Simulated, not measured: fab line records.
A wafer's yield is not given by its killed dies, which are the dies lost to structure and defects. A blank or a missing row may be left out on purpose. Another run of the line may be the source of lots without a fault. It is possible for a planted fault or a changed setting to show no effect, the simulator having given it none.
fab line records	flow n5-finfet
record: lots: 7	wafers: 39
route steps=1938 shown ZERO_LAYER@11 FIN_SAQP@130 SD_EPI_P@321 MOL_CONTACT_COAG@542 BEOL_M2@857 BEOL_M3@1008 BEOL_M4@1070 BEOL_M6@1251 BEOL_M9@1460 BEOL_M10@1512 BEOL_M12@1639 MIM_BOT@1833 PASSIVATION@1923
start-h: hours from the record's first day to the start of the lot's first wafer shown	wait-h: hours elapsed since this lot's preceding step	" as in the row above	L1.1+2: one row covering several wafers at once	- either no value or no given start	* or withheld: withheld	< > ~ a bound
route shown NAME@n: names a module that has steps shown in the file, with the first one's number in the route	usual: average and standard deviation across the fault-free wafers	same: alike in all rows	chamber/n: place in a boat	sites: each site's reading	_std_site: their standard deviation	_edge_site: outer sites' mean less inner sites'	radius-mm: for every site, how far away it sits from the centre of the wafer	mask NAME#n: copy n	behind: the most recent tool/chamber to have shaped the wafer	hold: cause of the lot's hold/its duration in hours/its outcome	device: the n, p or np transistor that did not switch	end of line: the same wafers' tests at the end of the route	a step given without rows: its recipe and nothing more	killed: the dies lost at the first sort to structure and to defects; this is not the yield of the wafer	map: a wafer's dies, x killed, . not, _ none there
set.NAME: setting as actually run; set.NAME@STEP: the setting as run at that earlier step	model.NAME: the simulator's own value behind a step, which no gauge read
lots run with intentionally changed settings; tables by step, rows by wafer
== steps ==
step: N5_ZERO_LAYER_DEVELOP_10
recipe: develop-time-s: 60	rinse-liquid: diw	dry: air-spin	dev-temp-c: 21
step: N5_FIN_SAQP_ETCH_65
recipe: chemistry: CF4	target: SiO2	target-depth-a: 40	ion-energy-ev: 350	time-s: 4.4	pressure-mtorr: 10	icp-w: 800	bias-w: 400	cf4-flow-sccm: 80
step: N5_SD_EPI_P_EPI_21
recipe: material: SiGe:B	dopant: B	temp-c: 550	pressure-torr: 20	ambient: H2	time-s: 355
step: N5_MOL_CONTACT_COAG_PRECLEAN_111
recipe: chemistry: NF3:NH3	afs-cycles: 1	temp-c: 30	time-s: 20	sublimation-temp-c: 180	sublimation-time-s: 60	pressure-torr: 3	rf-power-w: 30
step: N5_MOL_CONTACT_COAG_ALD_131
recipe: material: SiO2	target-thk-a: 50	temp-c: 100	ald-precursor-family: BDEAS	ald-co-reactant: O2-plasma	pulse-time-s: 1	co-reactant-pulse-time-s: 1	purge-time-s: 2	co-reactant-purge-time-s: 2	ald-cycles: 35	pressure-torr: 2
step: N5_BEOL_M2_DESCUM_16
recipe: chemistry: O2	time-s: 7	source-power-w: 50	bias-power-w: 20	pressure-mtorr: 20	rf-frequency-hz: 2.712e+07	temp-c: 40	resist: CAR-EUV	o2-flow-sccm: 225
step: N5_BEOL_M3_SPUTTER_94
recipe: material: Cu	target-thk-a: 45	temp-c: -20	chamber-pressure-pa: 0.07	power-w: withheld	time-s: 8.29
step: N5_BEOL_M4_TRENCH_ETCH_37
recipe: chemistry: C4F6/O2	target-depth-a: 555.55	target: SiOC	time-s: 29.2	ion-energy-ev: 250	pressure-mtorr: 30	source-w: 355	bias-w: 185	Ar_flow_sccm: 300	C4F6_flow_sccm: 10	O2_flow_sccm: 10
step: N5_BEOL_M6_ALD_77
recipe: material: TaN	target-thk-a: 20	temp-c: 275	ald-precursor-family: PDMAT	ald-co-reactant: NH3	pressure-torr: 3	carrier-flow-sccm: 1500	pulse-time-s: 2	purge-time-s: 3	co-reactant-purge-time-s: 2	co-reactant-pulse-time-s: 3	ald-cycles: 40	precursor-vessel-temp-c: 75	precursor-vessel-pressure-torr: 26.25	precursor-vessel-carrier-sccm: 1000
step: N5_BEOL_M9_CVD_78
recipe: material: Co	target-thk-a: 20	temp-c: withheld	precursor: CCTBA/H2	pressure-torr: 30	time-s: 138.9
step: N5_BEOL_M10_TRENCH_ETCH_37
recipe: chemistry: C4F6/O2	target-depth-a: 1488.3	target: SiCOH_lowk	time-s: 48	ion-energy-ev: 250	pressure-mtorr: 30	source-w: 345	bias-w: 185	Ar_flow_sccm: 300	C4F6_flow_sccm: 10	O2_flow_sccm: 10
step: N5_BEOL_M12_TRENCH_ETCH_34
recipe: chemistry: C4F8/O2/Ar	target: SiOC	target-depth-a: 3189.5	mask-material: SOC	pressure-mtorr: 30	source-w: 3000	bias-w: 700	Ar_flow_sccm: 400	C4F8_flow_sccm: 15	O2_flow_sccm: 8	he-inner-torr: 15	he-outer-torr: 30	time-s: 125.5	ion-energy-ev: 250
step: N5_MIM_BOT_SPUTTER_00
recipe: material: TiN	target-thk-a: 350	temp-c: 200	power-w: 3000	chamber-pressure-pa: 0.49996	gas: Ar	reactive-partial-pa: 0.37997	time-s: 89.7
step: N5_PASSIVATION_DEVELOP_43
step: N5_PASSIVATION_PROBE_49
usual: killed-at-contacts: 13/5.8	killed-at-other: 3.2/2.9	killed-dies: 102/15	killed-on-rim: 13/3.7
lot.wafer	tool	chamber	start-h	wait-h	set.develop-time-s@ZERO_LAYER_DEVELOP_10	set.time-s@FIN_SAQP_ETCH_65	set.time-s@SD_EPI_P_EPI_21	set.time-s@MOL_CONTACT_COAG_PRECLEAN_111	set.ald-cycles@MOL_CONTACT_COAG_ALD_131	set.time-s@BEOL_M2_DESCUM_16	set.target-thk-a@BEOL_M3_SPUTTER_94	set.time-s@BEOL_M4_TRENCH_ETCH_37	set.co-reactant-pulse-time-s@BEOL_M6_ALD_77	set.target-thk-a@BEOL_M9_CVD_78	set.time-s@BEOL_M10_TRENCH_ETCH_37	set.target-depth-a@BEOL_M12_TRENCH_ETCH_34	set.time-s@MIM_BOT_SPUTTER_00	set.develop-time-s@PASSIVATION_DEVELOP_43	killed-at-contacts	killed-at-other	killed-dies	killed-on-rim
L079.1	prober-02	-	301.04	0.0	89.55	4.4	355	20	44	7	67.75	29.2	4.643	8.941	68.07	1533	89.7	60	368	9	520	64
L079.2	prober-02	-	301.09	0.1	60	6.582	510.8	29.96	44	7	45	29.2	3	20	68.07	1533	89.7	60	369	6	561	78
L079.3	prober-02	-	301.14	0.1	89.55	6.582	355	29.96	35	7	67.75	36.69	3	8.941	68.07	3189.5	60.53	60	8	1	113	17
L079.4	prober-02	-	301.19	0.2	89.55	4.4	510.8	29.96	35	7	67.75	29.2	4.643	20	48	3189.5	60.53	60	0	4	107	13
L079.5	prober-02	-	301.24	0.2	60	6.582	510.8	20	44	7	45	36.69	3	8.941	48	1533	60.53	60	373	4	513	75
L079.6	prober-02	-	301.29	0.3	60	4.4	355	20	35	7	45	36.69	4.643	20	48	3189.5	89.7	60	4	4	99	10
L081.1	prober-01	-	317.92	0.0	40.19	4.4	516.2	20	51	9.587	27.13	29.2	4.542	20	48	3189.5	89.7	60	1071	7	1180	152
L081.2	prober-01	-	317.97	0.1	60	4.4	355	25.1	35	7	45	29.2	3	20	48	3189.5	89.7	94.28	7	10	102	9
L081.3	prober-01	-	318.02	0.1	40.19	4.4	355	25.1	51	7	27.13	29.2	3	30.16	48	3189.5	89.7	60	1071	7	1180	152
L081.4	prober-01	-	318.07	0.2	40.19	1.817	516.2	20	35	7	27.13	36.48	4.542	30.16	48	3189.5	89.7	94.28	12	5	102	10
L081.5	prober-01	-	318.12	0.2	60	1.817	355	20	35	9.587	45	36.48	3	20	48	3189.5	89.7	94.28	16	4	114	12
L081.6	prober-01	-	318.17	0.3	60	1.817	516.2	25.1	51	9.587	45	36.48	4.542	30.16	48	3189.5	89.7	60	1095	3	1180	152
L086.1	prober-01	-	332.55	0.0	85.34	4.4	355	12.07	44	11.18	45	29.2	4.025	10.61	48	4416	89.7	60	360	1	458	66
L086.2	prober-01	-	332.60	0.1	60	4.4	355	20	35	7	62.68	29.2	4.025	10.61	48	3189.5	142.9	35.15	24	1054	1180	152
L086.3	prober-01	-	332.65	0.1	60	4.4	355	20	44	7	45	29.2	3	20	48	4416	142.9	35.15	115	968	1180	152
L086.4	prober-01	-	332.70	0.2	85.34	4.4	355	12.07	44	7	62.68	29.2	3	20	48	4416	89.7	35.15	346	0	426	37
L086.5	prober-01	-	332.75	0.2	85.34	4.4	355	20	35	11.18	45	29.2	3	10.61	48	3189.5	142.9	60	11	1092	1180	152
L086.6	prober-01	-	332.80	0.3	60	4.4	355	12.07	35	11.18	62.68	29.2	4.025	20	48	3189.5	89.7	60	12	5	115	19
L085.1	prober-01	-	336.65	0.0	80.9	4.4	355	20	35	7	45	18.53	3	20	48	3189.5	89.7	43.68	10	2	282	15
L085.2	prober-01	-	336.70	0.1	60	4.4	355	20	54	7	51.75	29.2	3	20	65.35	3189.5	38.6	60	1099	8	1180	152
L085.3	prober-01	-	336.75	0.1	80.9	6.315	355	20	54	7	45	29.2	3	8.895	65.35	3189.5	89.7	60	1101	11	1180	152
L085.4	prober-01	-	336.80	0.2	60	6.315	355	20	35	7	45	29.2	3	8.895	48	3189.5	38.6	43.68	8	6	126	17
L085.5	prober-01	-	336.85	0.2	60	6.315	355	20	54	7	51.75	18.53	3	20	48	3189.5	89.7	60	1100	9	1180	152
L085.6	prober-01	-	336.90	0.3	80.9	4.4	355	20	35	7	51.75	18.53	3	8.895	65.35	3189.5	38.6	43.68	8	2	411	53
L087.1	prober-02	-	345.26	0.0	60	4.4	494.1	20	35	7	45	29.2	2.293	16.19	48	5006	68.45	60	16	1	99	10
L087.2	prober-02	-	345.31	0.1	60	4.4	355	25.99	49	7	45	29.2	3	20	48	5006	89.7	81.28	1061	2	1168	149
L087.3	prober-02	-	345.36	0.1	60	2.981	494.1	25.99	35	10.98	19.83	29.2	3	16.19	48	5006	68.45	81.28	18	1	111	11
L087.4	prober-02	-	345.41	0.2	60	2.981	494.1	20	49	7	19.83	29.2	3	16.19	48	3189.5	89.7	60	1062	3	1170	150
L087.5	prober-02	-	345.46	0.2	60	4.4	355	20	35	10.98	19.83	29.2	2.293	20	48	3189.5	68.45	60	3	4	110	13
L087.6	prober-02	-	345.51	0.3	60	2.981	355	25.99	49	10.98	45	29.2	2.293	20	48	3189.5	89.7	81.28	1053	5	1169	151
L091.1	prober-02	-	364.73	0.0	79.64	1.821	355	26.09	35	9.651	45	29.2	3	20	48	3189.5	128.5	60	20	1054	1180	152
L091.2	prober-02	-	364.78	0.1	60	1.821	261.5	26.09	35	7	31.67	29.2	3	20	48	1417	89.7	60	23	1	401	58
L091.3	prober-02	-	364.83	0.1	60	4.4	355	20	35	7	31.67	29.2	1.916	29.16	48	3189.5	89.7	60	11	0	119	19
L091.4	prober-02	-	364.88	0.2	79.64	4.4	261.5	20	35	9.651	45	45.14	3	29.16	48	1417	128.5	60	14	730	1180	152
L091.5	prober-02	-	364.93	0.2	60	1.821	355	20	35	9.651	31.67	45.14	1.916	29.16	48	3189.5	89.7	60	15	0	122	25
L091.6	prober-02	-	364.98	0.3	79.64	4.4	261.5	26.09	35	7	45	45.14	1.916	20	48	1417	128.5	60	18	762	1180	152
L094.1	prober-02	-	396.61	0.0	60	4.4	355	20	35	7	45	29.2	3	20	48	3189.5	89.7	60	7	5	103	15
L094.3	prober-02	-	396.71	0.1	60	4.4	355	20	35	7	45	29.2	3	20	48	3189.5	89.7	60	9	4	101	12
L094.4	prober-02	-	396.76	0.2	60	4.4	355	20	35	7	45	29.2	3	20	48	3189.5	89.7	60	19	11	110	18
killed by level:class
L079.1 MOL_CONTACT_COAG:area-ald=354 BEOL_M12:area-ecd=69 MOL_CONTACT_COAG:geometric-particle:open=13 FIN_SAQP:geometric-particle:open=9 FIN_SAQP:geometric-particle:short=8 BEOL_M2:geometric-particle:open=7 STI_FIN_REVEAL:geometric-particle:open=5 BEOL_M0_SAQP:geometric-particle:open=5
L079.2 MOL_CONTACT_COAG:area-ald=361 BEOL_M12:area-ecd=86 BEOL_M0_SAQP:geometric-particle:short=14 FIN_SAQP:geometric-particle:open=10 BEOL_M0_SAQP:geometric-particle:open=9 BEOL_M4:geometric-particle:open=8 MOL_CONTACT_COAG:geometric-particle:open=7 BEOL_M4:geometric-particle:short=7
L079.3 BEOL_M4:geometric-particle:open=21 FIN_SAQP:geometric-particle:open=12 BEOL_M1:geometric-particle:open=11 BEOL_M2:geometric-particle:open=10 FIN_SAQP:geometric-particle:short=6 BEOL_M3:geometric-particle:open=6 MOL_CONTACT_COAG:geometric-particle:open=5 BEOL_M0_SAQP:geometric-particle:short=4
L079.4 FIN_SAQP:geometric-particle:open=15 BEOL_M3:geometric-particle:open=13 BEOL_M4:geometric-particle:open=12 BEOL_M0_SAQP:geometric-particle:short=9 BEOL_M0_SAQP:geometric-particle:open=7 BEOL_M2:geometric-particle:open=7 FIN_SAQP:geometric-particle:short=6 DUMMY_GATE:geometric-particle:open=6
L079.5 MOL_CONTACT_COAG:area-ald=357 BEOL_M12:area-ecd=65 BEOL_M4:geometric-particle:open=12 MOL_CONTACT_COAG:geometric-particle:open=11 FIN_SAQP:geometric-particle:open=7 STI_FIN_REVEAL:geometric-particle:open=7 MOL_CONTACT_COAG:geometric-particle:short=5 BEOL_M0_SAQP:geometric-particle:open=4
L079.6 FIN_SAQP:geometric-particle:open=17 BEOL_M2:geometric-particle:open=11 BEOL_M4:geometric-particle:open=8 BEOL_M1:geometric-particle:open=6 STI_FIN_REVEAL:geometric-particle:open=6 ILD0:geometric-particle:short=6 BEOL_M3:geometric-particle:open=6 FIN_SAQP:geometric-particle:short=5
L081.1 MOL_CONTACT_COAG:area-ald=1065 STI_FIN_REVEAL:geometric-particle:open=15 BEOL_M0_SAQP:geometric-particle:open=13 BEOL_M0_SAQP:geometric-particle:short=12 FIN_SAQP:geometric-particle:open=10 BEOL_M1:geometric-particle:open=7 ILD0:geometric-particle:short=6 BEOL_M4:geometric-particle:open=6
L081.2 BEOL_M0_SAQP:geometric-particle:open=9 BEOL_M1:geometric-particle:open=9 STI_FIN_REVEAL:geometric-particle:open=8 BEOL_M0_SAQP:geometric-particle:short=7 BEOL_M2:geometric-particle:open=6 PAD_METAL:geometric-particle:open=6 MOL_CONTACT_COAG:geometric-particle:open=5 BEOL_M2:geometric-particle:short=5
L081.3 MOL_CONTACT_COAG:area-ald=1064 BEOL_M4:geometric-particle:open=12 STI_FIN_REVEAL:geometric-particle:open=11 BEOL_M1:geometric-particle:open=10 FIN_SAQP:geometric-particle:open=9 BEOL_M0_SAQP:geometric-particle:short=7 BEOL_M0_SAQP:geometric-particle:open=7 FIN_SAQP:geometric-particle:short=6
L081.4 BEOL_M0_SAQP:geometric-particle:short=13 FIN_SAQP:geometric-particle:short=9 BEOL_M0_SAQP:geometric-particle:open=9 FIN_SAQP:geometric-particle:open=8 MOL_CONTACT_COAG:geometric-particle:short=6 MOL_CONTACT_COAG:geometric-particle:open=6 STI_FIN_REVEAL:geometric-particle:open=4 DUMMY_GATE:geometric-particle:open=4
L081.5 BEOL_M0_SAQP:geometric-particle:open=14 MOL_CONTACT_COAG:geometric-particle:open=12 FIN_SAQP:geometric-particle:open=9 STI_FIN_REVEAL:geometric-particle:open=9 BEOL_M4:geometric-particle:open=8 BEOL_M2:geometric-particle:open=8 GATE_CUT:geometric-particle:short=7 BEOL_M0_SAQP:geometric-particle:short=7
L081.6 MOL_CONTACT_COAG:area-ald=1079 MOL_CONTACT_COAG:geometric-particle:open=13 FIN_SAQP:geometric-particle:short=12 FIN_SAQP:geometric-particle:open=11 BEOL_M0_SAQP:geometric-particle:open=8 STI_FIN_REVEAL:geometric-particle:open=7 BEOL_M2:geometric-particle:open=6 BEOL_M4:geometric-particle:open=4
L086.1 MOL_CONTACT_COAG:area-ald=347 BEOL_M3:geometric-particle:open=14 BEOL_M2:geometric-particle:open=10 FIN_SAQP:geometric-particle:short=8 MOL_CONTACT_COAG:geometric-particle:open=8 FIN_SAQP:geometric-particle:open=7 BEOL_M0_SAQP:geometric-particle:open=6 BEOL_M1:geometric-particle:open=6
L086.2 MIM_BOT:area-sputter=1053 MOL_CONTACT_COAG:geometric-particle:open=18 BEOL_M0_SAQP:geometric-particle:open=17 BEOL_M0_SAQP:geometric-particle:short=13 BEOL_M2:geometric-particle:open=8 FIN_SAQP:geometric-particle:open=7 DUMMY_GATE:geometric-particle:open=7 BEOL_M3:geometric-particle:open=7
L086.3 MIM_BOT:area-sputter=968 MOL_CONTACT_COAG:area-ald=107 STI_FIN_REVEAL:geometric-particle:open=16 BEOL_M3:geometric-particle:open=13 BEOL_M0_SAQP:geometric-particle:short=8 BEOL_M2:geometric-particle:open=8 DUMMY_GATE:geometric-particle:open=7 BEOL_M0_SAQP:geometric-particle:open=7
L086.4 MOL_CONTACT_COAG:area-ald=341 BEOL_M1:geometric-particle:open=10 BEOL_M3:geometric-particle:open=9 FIN_SAQP:geometric-particle:open=7 STI_FIN_REVEAL:geometric-particle:open=6 FIN_SAQP:geometric-particle:short=5 GATE_CUT:geometric-particle:short=5 BEOL_M0_SAQP:geometric-particle:short=5
L086.5 MIM_BOT:area-sputter=1085 FIN_SAQP:geometric-particle:open=10 FIN_SAQP:geometric-particle:short=9 MOL_CONTACT_COAG:geometric-particle:open=9 BEOL_M1:geometric-particle:open=8 DUMMY_GATE:geometric-particle:open=5 BEOL_M0_SAQP:geometric-particle:open=5 BEOL_M0_SAQP:geometric-particle:short=5
L086.6 STI_FIN_REVEAL:geometric-particle:open=22 BEOL_M2:geometric-particle:open=13 FIN_SAQP:geometric-particle:open=10 MOL_CONTACT_COAG:geometric-particle:open=9 BEOL_M3:geometric-particle:open=9 BEOL_M0_SAQP:geometric-particle:open=8 BEOL_M0_SAQP:geometric-particle:short=6 PAD_METAL:geometric-particle:short=4
L085.1 BEOL_M4:area-ecd=189 FIN_SAQP:geometric-particle:short=12 BEOL_M4:geometric-particle:open=12 MOL_CONTACT_COAG:geometric-particle:open=8 BEOL_M3:geometric-particle:open=8 STARTING-WAFER:geometric-particle:short=5 BEOL_M0_SAQP:geometric-particle:open=4 BEOL_M4:geometric-particle:short=4
L085.2 MOL_CONTACT_COAG:area-ald=1092 FIN_SAQP:geometric-particle:open=15 FIN_SAQP:geometric-particle:short=11 BEOL_M4:geometric-particle:open=10 MOL_CONTACT_COAG:geometric-particle:open=7 DUMMY_GATE:geometric-particle:open=5 BEOL_M2:geometric-particle:open=5 BEOL_M3:geometric-particle:open=4
L085.3 MOL_CONTACT_COAG:area-ald=1087 FIN_SAQP:geometric-particle:short=12 MOL_CONTACT_COAG:geometric-particle:open=11 BEOL_M3:geometric-particle:open=8 PAD_METAL:geometric-particle:short=6 BEOL_M0_SAQP:geometric-particle:open=5 BEOL_M1:geometric-particle:open=5 FIN_SAQP:geometric-particle:open=4
L085.4 BEOL_M4:geometric-particle:open=19 FIN_SAQP:geometric-particle:open=17 FIN_SAQP:geometric-particle:short=14 BEOL_M3:geometric-particle:open=13 STI_FIN_REVEAL:geometric-particle:open=10 MOL_CONTACT_COAG:geometric-particle:open=5 BEOL_M3:geometric-particle:short=5 BEOL_M5:geometric-particle:open=4
L085.5 MOL_CONTACT_COAG:area-ald=1094 FIN_SAQP:geometric-particle:short=8 MOL_CONTACT_COAG:geometric-particle:open=6 BEOL_M4:geometric-particle:open=6 FIN_SAQP:geometric-particle:open=5 BEOL_M1:geometric-particle:open=5 BEOL_M5:geometric-particle:open=5 BEOL_M2:geometric-particle:open=4
L085.6 BEOL_M4:area-ecd=306 BEOL_M4:geometric-particle:open=12 DUMMY_GATE:geometric-particle:open=10 BEOL_M3:geometric-particle:open=9 FIN_SAQP:geometric-particle:short=7 GATE_CUT:geometric-particle:open=6 MOL_CONTACT_COAG:geometric-particle:open=6 BEOL_M2:geometric-particle:open=6
L087.1 MOL_CONTACT_COAG:geometric-particle:open=13 FIN_SAQP:geometric-particle:short=11 STI_FIN_REVEAL:geometric-particle:open=11 FIN_SAQP:geometric-particle:open=10 GATE_CUT:geometric-particle:short=6 BEOL_M0_SAQP:geometric-particle:short=6 BEOL_M0_SAQP:geometric-particle:open=6 GATE_CUT:geometric-particle:open=5
L087.2 MOL_CONTACT_COAG:area-ald=1053 FIN_SAQP:geometric-particle:short=16 STI_FIN_REVEAL:geometric-particle:open=13 BEOL_M0_SAQP:geometric-particle:open=11 FIN_SAQP:geometric-particle:open=8 BEOL_M1:geometric-particle:open=8 BEOL_M3:geometric-particle:open=8 BEOL_M4:geometric-particle:open=8
L087.3 FIN_SAQP:geometric-particle:open=19 FIN_SAQP:geometric-particle:short=18 MOL_CONTACT_COAG:geometric-particle:open=17 BEOL_M2:geometric-particle:open=7 GATE_CUT:geometric-particle:short=7 BEOL_M0_SAQP:geometric-particle:open=5 GATE_CUT:geometric-particle:open=4 BEOL_M4:geometric-particle:open=4
L087.4 MOL_CONTACT_COAG:area-ald=1057 FIN_SAQP:geometric-particle:short=23 STI_FIN_REVEAL:geometric-particle:open=11 FIN_SAQP:geometric-particle:open=8 BEOL_M2:geometric-particle:open=8 BEOL_M5:geometric-particle:short=6 BEOL_M0_SAQP:geometric-particle:short=5 BEOL_M0_SAQP:geometric-particle:open=4
L087.5 FIN_SAQP:geometric-particle:short=13 BEOL_M2:geometric-particle:open=12 FIN_SAQP:geometric-particle:open=11 BEOL_M1:geometric-particle:open=10 STI_FIN_REVEAL:geometric-particle:open=7 BEOL_M0_SAQP:geometric-particle:open=7 BEOL_M0_SAQP:geometric-particle:short=5 GATE_CUT:geometric-particle:short=4
L087.6 MOL_CONTACT_COAG:area-ald=1039 FIN_SAQP:geometric-particle:short=21 FIN_SAQP:geometric-particle:open=16 MOL_CONTACT_COAG:geometric-particle:open=12 BEOL_M1:geometric-particle:open=10 STI_FIN_REVEAL:geometric-particle:open=9 GATE_CUT:geometric-particle:short=8 BEOL_M2:geometric-particle:open=6
L091.1 MIM_BOT:area-sputter=1051 MOL_CONTACT_COAG:geometric-particle:open=12 FIN_SAQP:geometric-particle:open=10 STI_FIN_REVEAL:geometric-particle:open=10 MOL_CONTACT_COAG:geometric-particle:short=8 GATE_CUT:geometric-particle:short=7 BEOL_M0_SAQP:geometric-particle:short=7 BEOL_M1:geometric-particle:open=7
L091.2 BEOL_M12:area-ecd=283 MOL_CONTACT_COAG:geometric-particle:open=21 BEOL_M0_SAQP:geometric-particle:open=11 BEOL_M3:geometric-particle:open=11 STI_FIN_REVEAL:geometric-particle:open=10 FIN_SAQP:geometric-particle:short=8 BEOL_M2:geometric-particle:open=8 BEOL_M0_SAQP:geometric-particle:short=6
L091.3 BEOL_M3:geometric-particle:open=17 BEOL_M0_SAQP:geometric-particle:short=12 BEOL_M1:geometric-particle:open=9 BEOL_M0_SAQP:geometric-particle:open=9 FIN_SAQP:geometric-particle:short=7 MOL_CONTACT_COAG:geometric-particle:open=7 FIN_SAQP:geometric-particle:open=6 BEOL_M4:geometric-particle:open=6
L091.4 MIM_BOT:area-sputter=730 BEOL_M12:area-ecd=364 MOL_CONTACT_COAG:geometric-particle:open=12 GATE_CUT:geometric-particle:short=7 BEOL_M1:geometric-particle:open=7 STI_FIN_REVEAL:geometric-particle:open=6 GATE_CUT:geometric-particle:open=6 BEOL_M2:geometric-particle:open=6
L091.5 STI_FIN_REVEAL:geometric-particle:open=13 MOL_CONTACT_COAG:geometric-particle:open=12 BEOL_M0_SAQP:geometric-particle:short=12 BEOL_M0_SAQP:geometric-particle:open=9 BEOL_M3:geometric-particle:open=8 FIN_SAQP:geometric-particle:open=7 GATE_CUT:geometric-particle:short=6 BEOL_M2:geometric-particle:open=6
L091.6 MIM_BOT:area-sputter=759 BEOL_M12:area-ecd=297 MOL_CONTACT_COAG:geometric-particle:open=15 STI_FIN_REVEAL:geometric-particle:open=12 BEOL_M3:geometric-particle:open=12 BEOL_M0_SAQP:geometric-particle:open=10 BEOL_M1:geometric-particle:open=7 FIN_SAQP:geometric-particle:open=6
L094.1 FIN_SAQP:geometric-particle:open=16 BEOL_M0_SAQP:geometric-particle:open=9 BEOL_M2:geometric-particle:open=6 BEOL_M0:geometric-particle:open=6 BEOL_M3:geometric-particle:open=6 MOL_CONTACT_COAG:geometric-particle:open=5 BEOL_M0_SAQP:geometric-particle:short=5 BEOL_M4:geometric-particle:open=5
L094.3 BEOL_M0_SAQP:geometric-particle:short=16 FIN_SAQP:geometric-particle:open=13 MOL_CONTACT_COAG:geometric-particle:open=7 BEOL_M0_SAQP:geometric-particle:open=7 BEOL_M1:geometric-particle:open=7 BEOL_M3:geometric-particle:open=6 BEOL_M0:geometric-particle:short=4 STARTING-WAFER:geometric-particle:short=4
L094.4 MOL_CONTACT_COAG:geometric-particle:open=16 BEOL_M0_SAQP:geometric-particle:short=8 BEOL_M0_SAQP:geometric-particle:open=8 BEOL_M1:geometric-particle:open=8 BEOL_M4:geometric-particle:open=7 BEOL_M3:geometric-particle:open=6 DUMMY_GATE:geometric-particle:open=5 BEOL_M2:geometric-particle:open=4
== key ==
split: step: N5_ZERO_LAYER_DEVELOP_10	setting: develop-time-s	stated-as: 60
response none clear
split: step: N5_FIN_SAQP_ETCH_65	setting: time-s	stated-as: 4.4
response none clear
split: step: N5_SD_EPI_P_EPI_21	setting: time-s	stated-as: 355
response none clear
split: step: N5_MOL_CONTACT_COAG_PRECLEAN_111	setting: time-s	stated-as: 20
response none clear
split: step: N5_MOL_CONTACT_COAG_ALD_131	setting: ald-cycles	stated-as: 35
response: step: N5_PASSIVATION_PROBE_49	reading: killed-at-contacts	slope: +21.1	per: 1%	together-with: all	explained: 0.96
response: step: N5_PASSIVATION_PROBE_49	reading: killed-on-rim	slope: +2.2	per: 1%	together-with: all	explained: 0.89
response: step: N5_PASSIVATION_PROBE_49	reading: killed-dies	slope: +16.4	per: 1%	together-with: all	explained: 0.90
split: step: N5_BEOL_M2_DESCUM_16	setting: time-s	stated-as: 7
response none clear
split: step: N5_BEOL_M3_SPUTTER_94	setting: target-thk-a	stated-as: 45
response none clear
split: step: N5_BEOL_M4_TRENCH_ETCH_37	setting: time-s	stated-as: 29.2
response none clear
split: step: N5_BEOL_M6_ALD_77	setting: co-reactant-pulse-time-s	stated-as: 3
response none clear
split: step: N5_BEOL_M9_CVD_78	setting: target-thk-a	stated-as: 20
response none clear
split: step: N5_BEOL_M10_TRENCH_ETCH_37	setting: time-s	stated-as: 48
response none clear
split: step: N5_BEOL_M12_TRENCH_ETCH_34	setting: target-depth-a	stated-as: 3189.5
response none clear
split: step: N5_MIM_BOT_SPUTTER_00	setting: time-s	stated-as: 89.7
response: step: N5_PASSIVATION_PROBE_49	reading: killed-at-other	slope: +9.67	per: 1%	together-with: all	explained: 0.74
split: step: N5_PASSIVATION_DEVELOP_43	setting: develop-time-s	stated-as: 60
response none clear
